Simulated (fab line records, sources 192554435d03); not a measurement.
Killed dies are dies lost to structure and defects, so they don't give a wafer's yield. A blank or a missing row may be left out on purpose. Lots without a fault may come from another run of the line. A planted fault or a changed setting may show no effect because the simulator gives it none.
Split-lot experiment | flow n5_finfet | 7 lots, 21 wafers read, on a route of 1938 steps

THE SPLIT
At N5_BEOL_M4_COAT_67 (time 60 s, resist thk 60 nm), the setting spin_rpm was moved away from the recipe's 1500 rpm on 5 of the 21 wafers read, by -9.8% to +8.5%. The other wafers ran this setting at the recipe's value.

FROM THE SPLIT TO THE READING: what the file shows between them, 4 steps
- N5_BEOL_M4_COAT_68: time 60 s, resist thk 12 nm
- N5_BEOL_M4_COAT_76: time 60 s, resist thk 5 nm
- N5_BEOL_M4_ALD_98: deposits SiO2, target thk 2.5 nm, pulse time 1 s, co reactant pulse time 1 s
- N5_BEOL_M4_ETCHBACK_99: etches SiO2 in CHF3, target depth 5 nm, time 10.4 s

THE READING
etch.depth_nm (the simulator's own value, which no gauge read), in nm, at N5_BEOL_M4_ETCH_70 (etches SOC in N2/H2, target depth 80 nm, overetch 24 nm, time 130 s). The file gives no usual value for it. The 16 wafers here that ran the recipe average 60.00 nm, standard deviation 0.24 nm.

wafer  | tool, chamber at the split | spin_rpm as run, rpm | against the recipe | etch.depth_nm, nm | against lot-mates on the recipe
L074.1 | litho_track-01, 0          | 1500                 | recipe             | 60.19             | -
L074.4 | litho_track-01, 0          | 1355                 | -9.7%              | 63.21             | +3.05
L074.5 | litho_track-01, 0          | 1500                 | recipe             | 60.13             | -
L077.1 | litho_track-03, 0          | 1353                 | -9.8%              | 63.24             | +3.24
L077.3 | litho_track-03, 0          | 1353                 | -9.8%              | 63.28             | +3.28
L077.5 | litho_track-03, 0          | 1500                 | recipe             | 60                | -
L079.2 | litho_track-05, 0          | 1500                 | recipe             | 60.2              | -
L079.4 | litho_track-05, 0          | 1500                 | recipe             | 60.3              | -
L079.6 | litho_track-05, 0          | 1500                 | recipe             | 60.31             | -
L080.2 | litho_track-01, 0          | 1500                 | recipe             | 59.9              | -
L080.4 | litho_track-01, 0          | 1500                 | recipe             | 60.12             | -
L080.5 | litho_track-01, 0          | 1616                 | +7.7%              | 57.97             | -2.04
L083.1 | litho_track-05, 0          | 1500                 | recipe             | 59.98             | -
L083.4 | litho_track-05, 0          | 1500                 | recipe             | 59.96             | -
L083.6 | litho_track-05, 0          | 1500                 | recipe             | 60.04             | -
L095.2 | litho_track-05, 0          | 1500                 | recipe             | 59.54             | -
L095.3 | litho_track-05, 0          | 1500                 | recipe             | 59.5              | -
L095.5 | litho_track-05, 0          | 1500                 | recipe             | 59.64             | -
L094.1 | litho_track-01, 0          | 1500                 | recipe             | 60.13             | -
L094.3 | litho_track-01, 0          | 1627                 | +8.5%              | 57.86             | -2.23
L094.6 | litho_track-01, 0          | 1500                 | recipe             | 60.04             | -

THE FIT
A straight line over all 21 wafers: etch.depth_nm changes by -0.306 nm for each +1% of spin_rpm; r = -0.98; the points scatter about the line by 0.26 nm.
The same after taking each lot's own level away (the mean of its wafers on the recipe; 21 wafers): -0.305 nm for each +1%; r = -1.00; scatter 0.14 nm.
On that fit, the largest move of spin_rpm shifts the reading by 3 nm.
The lots' own levels span 59.560 to 60.270 nm, that is 3.0 times the standard deviation above.
So the lot-to-lot level changes the slope little: the two slopes agree.
Check: with one of the wafers moved furthest among these (-9.8%) left out of the fit, the line predicts +2.99 nm for it against its lot-mates. It came out at +3.24 nm against them.

OTHER SPLITS ON THESE WAFERS
These wafers also went through other splits before the reading. Each is held against what the fit with the lots' levels taken away leaves over:
other split on the same wafers     | wafers away from the commonest value | r with etch.depth_nm (lot level and that fit taken away)
N5_BEOL_M1_EXPOSE_08 dose_mj       | 8                                    | -0.15
N5_BEOL_M2_TRENCH_ETCH_37 source_w | 4                                    | +0.25
N5_BEOL_M3_TRENCH_ETCH_37 source_w | 9                                    | +0.05
N5_BEOL_M4_ETCH_64 bias_w          | 7                                    | -0.25

THE WHOLE CHAIN: every reading that the file lists as answering this split, in the file's order
step               | what it does                                                        | reading                                                                        | change (the file's fit)               | r (the file's)
N5_BEOL_M4_COAT_67 | time 60 s, resist thk 60 nm                                         | SOC_of_BEOL_M4_COAT_67.thk_nm (the simulator's own value, which no gauge read) | -0.297 nm for each +1% of the setting | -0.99
N5_BEOL_M4_ETCH_70 | etches SOC in N2/H2, target depth 80 nm, overetch 24 nm, time 130 s | etch.depth_nm (the simulator's own value, which no gauge read)                 | -0.299 nm for each +1% of the setting | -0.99

THE FILE'S OWN FIT
etch.depth_nm changes by -0.299 nm for each +1% of spin_rpm, r = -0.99.
